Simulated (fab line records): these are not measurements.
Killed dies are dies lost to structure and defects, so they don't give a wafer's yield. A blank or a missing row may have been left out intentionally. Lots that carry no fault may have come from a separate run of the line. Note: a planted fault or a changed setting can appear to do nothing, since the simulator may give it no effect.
fab line records | flow nand_harc
record: lots: 12 | wafers: 36 | last_day: 34
route steps=1302 shown A_ZERO_WELL@403 A_ONON_D1@430 A_CHANNEL_HOLE_D1@450 END@1302
lots that met no fault: taken from a fault-free run of the same line
start_h: the number of hours between the record's first day and the start of the first shown wafer of the lot | wait_h: hours elapsed since this lot's preceding step | " as in the row above | L1.1+2: a single row standing in for several wafers | - no value, or no start given | * or withheld: withheld | < > ~ a bound
route shown NAME@n: names a module that has steps shown in the file, with the first one's number in the route | usual: the fault-free wafers' mean and standard deviation | same: alike in all rows | chamber/n: place in a boat | sites: per-site readings | _std_site: standard deviation of those values | _edge_site: mean of outer sites minus mean of inner sites | radius_mm: how far each site lies from the wafer's centre | mask NAME#n: copy n | behind: the last tool/chamber to shape the wafer | hold: what put the lot on hold/how long, in hours/how the hold closed | device: the n, p or np transistor that did not switch | end of line: tests run on the same wafers once the route is complete | step lacking rows: just its recipe | killed: dies lost to structure and defects at the first sort, not the wafer's yield | map: shows each die of a wafer: x if killed, . if not, _ if none is there
set.NAME: setting as actually run; set.NAME@STEP: the setting as run at that earlier step | model.NAME: the simulator's own value behind a step, which no gauge read
a sample of lots followed through the steps of the route, with each step as a table and each wafer as a row
services: a tool's chamber out of use, with start hour (start_h, from the record's first day; less than 0 if before it), hours out, and reason
== steps ==
step: NHARC_A_ZERO_WELL_DESCUM_12
recipe: time_s: 3 | o2_flow_sccm: 200 | ar_flow_sccm: 0 | bias_power_w: 0 | chemistry: O2
usual: drypump_motor_current_A: 5.6/0.51 | mfc_ar_sccm: 0.008/0.0094 | oes_product_au: 1.000/0.0077 | rf_vpp_V: 57.9/0.96 | showerhead_plenum_p_Torr: 1.93/0.081 | throttle_valve_pct: 11.311/0.0097
lot.wafer | tool        | chamber | start_h | wait_h | drypump_motor_current_A | mfc_ar_sccm | oes_product_au | rf_hours_counter_h | rf_vpp_V | showerhead_plenum_p_Torr | throttle_valve_pct
L124.3    | rie_diel-12 | 3       | 143.82  | -      | 5.0                     | 0           | 1.026          | 1                  | 58.6     | 1.98                     | 11.307
L124.4    | "           | 0       | "       | "      | 5.1                     | 0           | 1.011          | 2                  | 57.9     | 2.04                     | 11.294
L124.5    | "           | 2       | "       | "      | 6.4                     | 0.008       | 0.999          | -                  | 57.1     | 1.84                     | 11.317
L126.3    | rie_diel-12 | 1       | 157.91  | -      | 5.3                     | 0.014       | 0.991          | 2                  | 56.9     | 1.95                     | 11.308
L126.4    | "           | 3       | "       | "      | 5.1                     | 0           | 1.006          | 2                  | 59.1     | 1.98                     | 11.316
L126.5    | "           | 1       | "       | "      | 5.3                     | 0.014       | 0.995          | -                  | 58.2     | 1.95                     | 11.322
L127.3    | rie_diel-04 | 2       | 171.59  | -      | 6.0                     | 0           | 1.013          | 30                 | 59.7     | 2.00                     | 11.314
L127.1    | "           | 0       | "       | "      | 5.8                     | 0.036       | 1.002          | 25                 | 55.9     | 1.78                     | 11.299
L127.2    | "           | 1       | "       | "      | 5.5                     | 0           | 1.009          | 31                 | 56.6     | 1.87                     | 11.311
L131.1    | rie_diel-04 | 2       | 203.77  | -      | 6.0                     | 0           | 1.002          | 3                  | 58.8     | 2.00                     | 11.311
L131.2    | "           | 0       | "       | "      | 5.8                     | 0.036       | 0.996          | 4                  | 55.5     | 1.78                     | 11.296
L131.4    | "           | 1       | "       | "      | 5.4                     | 0           | 1.007          | -                  | 57.3     | 1.87                     | 11.314
L134.2    | rie_diel-12 | 1       | 244.68  | -      | 5.3                     | 0.014       | 0.995          | 5                  | 57.6     | 1.95                     | 11.301
L134.1    | "           | 2       | "       | "      | 6.4                     | 0.008       | 1.004          | 5                  | 59.3     | 1.84                     | 11.318
L134.3    | "           | 3       | "       | "      | 5.0                     | 0           | 1.002          | 4                  | 56.7     | 1.98                     | 11.312
L135.1    | rie_diel-08 | 3       | 250.21  | -      | 5.2                     | 0           | 0.993          | 20                 | 57.0     | 1.93                     | 11.311
L135.2    | "           | 0       | "       | "      | 5.9                     | 0.025       | 1.006          | 18                 | 57.9     | 1.89                     | 11.301
L135.5    | "           | 3       | "       | "      | 5.2                     | 0           | 1.000          | -                  | 59.2     | 1.93                     | 11.299
L142.3    | rie_diel-12 | 0       | 326.44  | -      | 5.1                     | 0           | 0.995          | 1                  | 57.9     | 2.03                     | 11.299
L142.1    | "           | 1       | "       | "      | 5.3                     | 0.014       | 0.998          | 2                  | 56.9     | 1.94                     | 11.321
L142.4    | "           | 3       | "       | "      | 5.0                     | 0           | 1.000          | 2                  | 57.5     | 1.98                     | 11.301
L143.2    | rie_diel-12 | 2       | 336.82  | -      | 6.4                     | 0.008       | 1.005          | 2                  | 57.1     | 1.84                     | 11.302
L143.4    | "           | 0       | "       | "      | 5.1                     | 0           | 1.012          | 1                  | 58.0     | 2.03                     | 11.303
L143.5    | "           | 3       | "       | "      | 5.0                     | 0           | 0.997          | -                  | 57.0     | 1.98                     | 11.315
L144.4    | rie_diel-12 | 1       | 344.16  | -      | 5.3                     | 0.014       | 0.994          | 2                  | 56.7     | 1.94                     | 11.305
L144.1    | "           | 3       | "       | "      | 5.0                     | 0           | 0.996          | 2                  | 57.3     | 1.98                     | 11.312
L144.3    | "           | 0       | "       | "      | 5.1                     | 0           | 0.992          | 1                  | 59.5     | 2.03                     | 11.307
L145.3    | rie_diel-12 | 0       | 356.23  | -      | 5.1                     | 0           | 0.992          | 2                  | 58.2     | 2.03                     | 11.320
L145.1    | "           | 1       | "       | "      | 5.3                     | 0.014       | 0.992          | 3                  | 58.6     | 1.94                     | 11.305
L145.5    | "           | 0       | "       | "      | 5.1                     | 0           | 0.979          | -                  | 57.5     | 2.03                     | 11.311
L146.4    | rie_diel-12 | 0       | 359.43  | -      | 5.1                     | 0           | 0.988          | 2                  | 58.0     | 2.03                     | 11.323
L146.3    | "           | 1       | "       | "      | 5.3                     | 0.014       | 1.000          | 3                  | 56.4     | 1.94                     | 11.315
L146.1    | "           | 2       | "       | "      | 6.3                     | 0.008       | 1.005          | 3                  | 57.9     | 1.84                     | 11.310
L147.3    | rie_diel-12 | 2       | 371.54  | -      | 6.4                     | 0.008       | 1.009          | 3                  | 58.4     | 1.84                     | 11.322
L147.4    | "           | 1       | "       | "      | 5.3                     | 0.014       | 0.995          | 3                  | 58.1     | 1.94                     | 11.324
L147.6    | "           | 2       | "       | "      | 6.3                     | 0.008       | 1.005          | -                  | 58.8     | 1.84                     | 11.296
step: NHARC_A_ZERO_WELL_ETCH_19
recipe: target_depth_a: 800 | overetch_a: 240 | time_s: 87.88 | ion_energy_ev: 200 | n2_flow_sccm: 150 | h2_flow_sccm: 150 | ar_flow_sccm: 0 | rf_w: 400 | bias_w: 150 | chemistry: N2/H2
usual: drypump_motor_current_A: 5.5/0.5 | mfc_ar_sccm: 0.007/0.0098 | oes_product_au: 1.002/0.0083 | rf_vpp_V: 431.3/2.6 | showerhead_plenum_p_Torr: 2.07/0.091 | throttle_valve_pct: 14.170/0.0093
lot.wafer | tool        | chamber | start_h | wait_h | drypump_motor_current_A | mfc_ar_sccm | oes_product_au | rf_hours_counter_h | rf_vpp_V | showerhead_plenum_p_Torr | throttle_valve_pct
L124.4    | rie_diel-12 | 0       | 143.89  | 0.1    | 5.1                     | 0           | 1.010          | 2                  | 433.5    | 2.17                     | 14.166
L124.3    | "           | 1       | "       | "      | 5.3                     | 0.014       | 1.004          | 2                  | 431.7    | 2.08                     | 14.174
L124.5    | "           | 3       | "       | "      | 5.0                     | 0           | 1.011          | -                  | 432.7    | 2.11                     | 14.160
L126.4    | rie_diel-12 | 1       | 157.99  | 0.1    | 5.3                     | 0.014       | 1.009          | 2                  | 430.5    | 2.08                     | 14.175
L126.3    | "           | 3       | "       | "      | 5.0                     | 0           | 1.023          | 2                  | 433.0    | 2.11                     | 14.164
L126.5    | "           | 2       | "       | "      | 6.4                     | 0.008       | 1.002          | -                  | 428.1    | 1.96                     | 14.172
L127.3    | rie_diel-04 | 3       | 171.68  | 0.1    | 5.7                     | 0.008       | 1.002          | 23                 | 434.3    | 2.19                     | 14.159
L127.1    | "           | 1       | "       | "      | 5.4                     | 0           | 1.003          | 31                 | 428.6    | 1.99                     | 14.159
L127.2    | "           | 2       | "       | "      | 6.0                     | 0           | 0.997          | 30                 | 434.1    | 2.13                     | 14.178
L131.1    | rie_diel-04 | 1       | 203.87  | 0.1    | 5.5                     | 0           | 1.015          | 4                  | 430.7    | 1.99                     | 14.172
L131.2    | "           | 2       | "       | "      | 6.0                     | 0           | 0.979          | 3                  | 433.2    | 2.13                     | 14.159
L131.4    | "           | 0       | "       | "      | 5.8                     | 0.036       | 0.982          | -                  | 425.4    | 1.90                     | 14.179
L134.2    | rie_diel-12 | 1       | 244.76  | 0.1    | 5.3                     | 0.014       | 1.001          | 5                  | 431.7    | 2.07                     | 14.164
L134.3    | "           | 2       | "       | "      | 6.3                     | 0.008       | 0.989          | 5                  | 428.4    | 1.96                     | 14.169
L134.1    | "           | 3       | "       | "      | 5.0                     | 0           | 1.013          | 4                  | 433.3    | 2.11                     | 14.165
L135.2    | rie_diel-08 | 1       | 250.30  | 0.1    | 6.3                     | 0           | 1.018          | 11                 | 435.0    | 2.21                     | 14.176
L135.1    | "           | 3       | "       | "      | 5.2                     | 0           | 1.008          | 20                 | 431.2    | 2.06                     | 14.165
L135.5    | "           | 2       | "       | "      | 6.0                     | 0.017       | 1.010          | -                  | 426.5    | 1.90                     | 14.175
L142.4    | rie_diel-12 | 2       | 326.53  | 0.1    | 6.4                     | 0.008       | 1.009          | 2                  | 428.3    | 1.96                     | 14.161
L142.3    | "           | 0       | "       | "      | 5.1                     | 0           | 1.013          | 1                  | 433.8    | 2.17                     | 14.162
L142.1    | "           | 1       | "       | "      | 5.3                     | 0.014       | 1.011          | 2                  | 431.2    | 2.07                     | 14.183
L143.4    | rie_diel-12 | 2       | 336.91  | 0.1    | 6.4                     | 0.008       | 0.990          | 2                  | 427.6    | 1.96                     | 14.167
L143.2    | "           | 0       | "       | "      | 5.1                     | 0           | 0.997          | 1                  | 434.3    | 2.17                     | 14.158
L143.5    | "           | 3       | "       | "      | 5.0                     | 0           | 0.997          | -                  | 432.0    | 2.11                     | 14.168
L144.1    | rie_diel-12 | 3       | 344.24  | 0.1    | 5.0                     | 0           | 0.991          | 2                  | 432.6    | 2.11                     | 14.162
L144.4    | "           | 0       | "       | "      | 5.1                     | 0           | 0.987          | 1                  | 434.6    | 2.17                     | 14.171
L144.3    | "           | 2       | "       | "      | 6.4                     | 0.008       | 1.007          | 2                  | 428.1    | 1.96                     | 14.171
L145.3    | rie_diel-12 | 0       | 356.30  | 0.1    | 5.1                     | 0           | 0.997          | 2                  | 435.1    | 2.17                     | 14.176
L145.1    | "           | 3       | "       | "      | 5.0                     | 0           | 1.001          | 2                  | 433.0    | 2.11                     | 14.179
L145.5    | "           | 0       | "       | "      | 5.1                     | 0           | 1.000          | -                  | 434.4    | 2.17                     | 14.173
L146.4    | rie_diel-12 | 0       | 359.51  | 0.1    | 5.1                     | 0           | 1.014          | 2                  | 433.9    | 2.17                     | 14.158
L146.3    | "           | 1       | "       | "      | 5.3                     | 0.014       | 0.999          | 3                  | 431.2    | 2.07                     | 14.161
L146.1    | "           | 2       | "       | "      | 6.4                     | 0.008       | 1.012          | 3                  | 429.4    | 1.96                     | 14.165
L147.3    | rie_diel-12 | 0       | 371.63  | 0.1    | 5.1                     | 0           | 1.004          | 2                  | 432.6    | 2.17                     | 14.164
L147.4    | "           | 3       | "       | "      | 5.0                     | 0           | 0.996          | 2                  | 431.2    | 2.11                     | 14.174
L147.6    | "           | 1       | "       | "      | 5.3                     | 0.014       | 0.993          | -                  | 433.1    | 2.07                     | 14.173
step: NHARC_A_ONON_D1_DEP_09
recipe: target_thk_a: 10000 | n2_flow_sccm: 2750 | n2o_flow_sccm: 2000 | nh3_flow_sccm: 500 | sih4_flow_sccm: 210 | temp_c: 400
lot.wafer  | tool          | chamber | start_h | wait_h
L124.3+4+5 | pecvd_onon-04 | 0       | 168.11  | 0.2
L126.3+4+5 | pecvd_onon-04 | 0       | 181.79  | 0.2
L127.1+2+3 | pecvd_onon-03 | 0       | 195.03  | 0.1
L131.1+2+4 | pecvd_onon-03 | 0       | 225.00  | 0.1
L134.1+2+3 | pecvd_onon-02 | 0       | 267.48  | 0.1
L135.1+2+5 | pecvd_onon-02 | 0       | 273.22  | 0.1
L142.1+3+4 | pecvd_onon-04 | 0       | 352.60  | 0.1
L143.2+4+5 | pecvd_onon-04 | 0       | 361.37  | 0.1
L144.1+3+4 | pecvd_onon-03 | 0       | 367.57  | 0.1
L145.1+3+5 | pecvd_onon-02 | 0       | 379.28  | 0.1
L146.1+3+4 | pecvd_onon-03 | 0       | 382.92  | 0.1
L147.3+4+6 | pecvd_onon-02 | 0       | 394.85  | 0.2
step: NHARC_A_ONON_D1_THK_MEAS_11
recipe: thk_meas_gauge: ellipsometry
usual: thk_nm: 1002/7.9
lot.wafer | tool          | chamber | start_h | wait_h | thk_nm
L124.3    | film_metro-02 | -       | 168.51  | -      | 1006
L124.4    | "             | -       | "       | "      | 1007
L124.5    | "             | -       | "       | "      | 1007
L126.3    | film_metro-01 | -       | 182.18  | -      | 1007
L126.4    | "             | -       | "       | "      | 1007
L126.5    | "             | -       | "       | "      | 1009
L127.1    | film_metro-01 | -       | 195.54  | -      | 1001
L127.2    | "             | -       | "       | "      | 999
L127.3    | "             | -       | "       | "      | 1001
L131.1    | film_metro-02 | -       | 225.51  | -      | 996
L131.2    | "             | -       | "       | "      | 995
L131.4    | "             | -       | "       | "      | 995
L134.1    | film_metro-02 | -       | 267.99  | -      | 1523
L134.2    | "             | -       | "       | "      | 1524
L134.3    | "             | -       | "       | "      | 1521
L135.1    | film_metro-02 | -       | 273.72  | -      | 1502
L135.2    | "             | -       | "       | "      | 1502
L135.5    | "             | -       | "       | "      | 1502
L142.1    | film_metro-01 | -       | 353.11  | -      | 995
L142.3    | "             | -       | "       | "      | 994
L142.4    | "             | -       | "       | "      | 995
L143.2    | film_metro-01 | -       | 361.82  | -      | 981
L143.4    | "             | -       | "       | "      | 981
L143.5    | "             | -       | "       | "      | 980
L144.1    | film_metro-01 | -       | 368.09  | -      | 999
L144.3    | "             | -       | "       | "      | 1001
L144.4    | "             | -       | "       | "      | 1001
L145.1    | film_metro-01 | -       | 379.79  | -      | 1007
L145.3    | "             | -       | "       | "      | 1004
L145.5    | "             | -       | "       | "      | 1004
L146.1    | film_metro-01 | -       | 383.42  | -      | 1002
L146.3    | "             | -       | "       | "      | 1002
L146.4    | "             | -       | "       | "      | 1002
L147.3    | film_metro-02 | -       | 395.25  | -      | 1009
L147.4    | "             | -       | "       | "      | 1009
L147.6    | "             | -       | "       | "      | 1008
step: NHARC_A_CHANNEL_HOLE_D1_DEP_00
recipe: target_thk_a: 31000 | temp_c: 400 | material: aC
usual: throttle_valve_pct: 34.999/0.0088
lot.wafer | tool       | chamber | start_h | wait_h | throttle_valve_pct
L124.3    | acl_dep-01 | 0       | 180.37  | 0.7    | 34.994
L124.4    | "          | 0       | "       | "      | 35.012
L124.5    | "          | 0       | "       | "      | 35.013
L126.3    | acl_dep-01 | 0       | 201.41  | 6.2    | 35.009
L126.4    | "          | 0       | "       | "      | 34.997
L126.5    | "          | 0       | "       | "      | 34.997
L127.1    | acl_dep-02 | 0       | 210.84  | 4.3    | 35.001
L127.2    | "          | 0       | "       | "      | 35.009
L127.3    | "          | 0       | "       | "      | 35.009
L131.1    | acl_dep-02 | 0       | 239.00  | 0.1    | 34.996
L131.2    | "          | 0       | "       | "      | 35.006
L131.4    | "          | 0       | "       | "      | 35.000
L142.1    | acl_dep-02 | 0       | 364.15  | 0.1    | 35.000
L142.3    | "          | 0       | "       | "      | 34.989
L142.4    | "          | 0       | "       | "      | 35.004
L143.2    | acl_dep-02 | 0       | 379.78  | 6.8    | 34.986
L143.4    | "          | 0       | "       | "      | 34.990
L143.5    | "          | 0       | "       | "      | 34.995
L144.1    | acl_dep-02 | 0       | 386.21  | 6.9    | 35.001
L144.3    | "          | 0       | "       | "      | 35.008
L144.4    | "          | 0       | "       | "      | 34.995
L145.1    | acl_dep-01 | 0       | 393.08  | 2.1    | 35.003
L145.3    | "          | 0       | "       | "      | 34.989
L145.5    | "          | 0       | "       | "      | 34.984
L146.1    | acl_dep-03 | 0       | 398.91  | 0.1    | 35.004
L146.3    | "          | 0       | "       | "      | 34.992
L146.4    | "          | 0       | "       | "      | 34.986
L147.3    | acl_dep-02 | 0       | 407.21  | 0.7    | 35.009
L147.4    | "          | 0       | "       | "      | 35.009
L147.6    | "          | 0       | "       | "      | 34.996
step: NHARC_END_SORT_01
recipe: temp_c: 25
usual: killed_at_array: 49/19 | killed_at_other: 0.9/1.1 | killed_at_periphery: 4.0/2.7 | killed_dies: 54/19 | killed_open: 3.3/1.8 | killed_short: 2.6/1.6
same: gross_dies: 677
lot.wafer | tool      | chamber | start_h | wait_h | killed_at_array | killed_at_other | killed_at_periphery | killed_dies | killed_open | killed_short
L135.1    | prober-02 | 0       | 670.35  | 2.5    | 671             | 2               | 4                   | 677         | 2           | 3
L135.2    | prober-02 | 0       | 671.14  | 2.8    | 668             | 0               | 9                   | 677         | 2           | 1
L135.5    | prober-02 | 0       | 673.51  | 3.7    | 674             | 0               | 3                   | 677         | 3           | 0
L134.1    | prober-01 | 0       | 685.58  | 2.5    | 667             | 5               | 5                   | 677         | 2           | 5
L134.2    | prober-01 | 0       | 686.39  | 2.8    | 675             | 1               | 1                   | 677         | 3           | 4
L134.3    | prober-01 | 0       | 687.19  | 3.1    | 675             | 1               | 1                   | 677         | 1           | 4
killed by level:class
L135.1 A_ONON_D1:area_dep=632 A_CHANNEL_HOLE_D1:chamber_film_flake=9 A_CHANNEL_HOLE_D2:chamber_film_flake=7 A_WL_FILL:chamber_film_flake=4 P_CONTACT:chamber_film_flake=4 A_CHANNEL_FILL_D1:chamber_film_flake=3 A_BONDPAD:chamber_film_flake=3 A_CHANNEL_FILL_D2:chamber_film_flake=2
L135.2 A_ONON_D1:area_dep=628 A_CHANNEL_HOLE_D2:chamber_film_flake=20 P_CONTACT:chamber_film_flake=8 A_CHANNEL_HOLE_D1:chamber_film_flake=6 A_CHANNEL_FILL_D1:chamber_film_flake=2 A_STAIRCASE:chamber_film_flake=2 A_SLIT:chamber_film_flake=2 A_WL_FILL:chamber_film_flake=2
L135.5 A_ONON_D1:area_dep=643 A_CHANNEL_HOLE_D2:chamber_film_flake=9 A_WL_FILL:chamber_film_flake=4 A_BONDPAD:chamber_film_flake=4 P_CONTACT:chamber_film_flake=3 A_SLIT:chamber_film_flake=3 A_CHANNEL_HOLE_D1:chamber_film_flake=2 A_CHANNEL_FILL_D1:chamber_film_flake=2
L134.1 A_ONON_D1:area_dep=601 A_CHANNEL_HOLE_D1:chamber_film_flake=19 A_SLIT:chamber_film_flake=18 A_CHANNEL_HOLE_D2:chamber_film_flake=8 A_STAIRCASE:chamber_film_flake=5 A_CHANNEL_FILL_D2:chamber_film_flake=4 A_CONTACT:chamber_film_flake=4 P_ZERO_WELL:chamber_film_flake=3
L134.2 A_ONON_D1:area_dep=601 A_SLIT:chamber_film_flake=24 A_CHANNEL_HOLE_D1:chamber_film_flake=20 A_CHANNEL_HOLE_D2:chamber_film_flake=14 A_STAIRCASE:chamber_film_flake=4 A_BONDPAD:chamber_film_flake=2 A_ONON_D1:geometric_particle:short=1 A_DECK1_JOINT:geometric_particle:open=1
L134.3 A_ONON_D1:area_dep=617 A_CHANNEL_HOLE_D1:chamber_film_flake=18 A_SLIT:chamber_film_flake=17 A_CONTACT:chamber_film_flake=5 A_CHANNEL_HOLE_D2:chamber_film_flake=3 A_CHANNEL_FILL_D2:chamber_film_flake=3 A_STAIRCASE:chamber_film_flake=3 A_DECK1_JOINT:geometric_particle:short=2
== services ==
tool          | chamber | start_h | hours | kind
pecvd_onon-04 | -       | 130.00  | 13.0  | pm
rie_diel-04   | 3       | 136.82  | 3.1   | repair
rie_diel-04   | -       | 177.90  | 9.0   | pm
pecvd_onon-02 | -       | 185.00  | 13.0  | pm
acl_dep-01    | -       | 187.14  | 13.0  | pm
rie_diel-12   | 0       | 189.20  | 18.0  | repair
rie_diel-04   | 3       | 194.65  | 10.0  | repair
rie_diel-12   | -       | 218.20  | 0.8   | repair
pecvd_onon-03 | -       | 227.43  | 13.0  | pm
acl_dep-02    | -       | 246.13  | 13.0  | pm
rie_diel-04   | 1       | 247.63  | 2.5   | repair
rie_diel-12   | 0       | 267.04  | 37.2  | repair
rie_diel-12   | -       | 268.44  | 9.0   | pm
rie_diel-04   | 0       | 305.58  | 25.3  | repair
pecvd_onon-04 | -       | 311.06  | 13.0  | pm
rie_diel-12   | 1       | 312.92  | 2.7   | repair
rie_diel-04   | 3       | 325.73  | 2.9   | repair
rie_diel-04   | 3       | 339.09  | 7.5   | repair
rie_diel-12   | 3       | 348.33  | 5.5   | repair
rie_diel-12   | 2       | 351.71  | 2.7   | repair
rie_diel-04   | -       | 354.91  | 9.0   | pm
pecvd_onon-02 | -       | 366.22  | 13.0  | pm
acl_dep-01    | -       | 370.13  | 13.0  | pm
rie_diel-04   | 2       | 372.02  | 1.2   | repair
== key ==
first_sign: step: NHARC_A_ONON_D1_THK_MEAS_11 | reading: thk_nm | direction: up | sigmas: 64 | usual: 1002 | struck: 1512
effect: step: NHARC_END_SORT_01 | reading: killed_dies | direction: up | sigmas: 33 | usual: 54 | struck: 677
more_kills_born_at: NHARC_A_ONON_D1_DEP_09@pecvd_onon-02: 3722
met_at NHARC_A_ONON_D1_DEP_09
struck_lots L134,L135
struck_wafers L134.1,L134.2,L134.3,L135.1,L135.2,L135.5
later_rows_left_out L134.1,L134.2,L134.3,L135.1,L135.2,L135.5
tester_left_out L134,L135
not_acting_at NHARC_A_ZERO_WELL_DESCUM_12,NHARC_A_ZERO_WELL_ETCH_19,NHARC_A_CHANNEL_HOLE_D1_DEP_00
fault: kind: process_parameter_drift | tool: pecvd_onon-02 | chamber: 0 | onset_h: 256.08 | steps: NHARC_A_ONON_D1_DEP_09 | channel: target_thk_a | offset: * | shape: step | end_h: 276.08 | acts_in: * | stated: *
tester_left_out: of these lots the tester's yield and bins aren't shown, on N5 and GAA mostly nor the transistor test; their killed dies are dies lost to structure and defects alone, not to doping, threshold or leakage, so they don't give the yield
later_rows_left_out: the simulator's readings of these wafers behind a module that went badly wrong aren't trusted and aren't shown, but for the sort
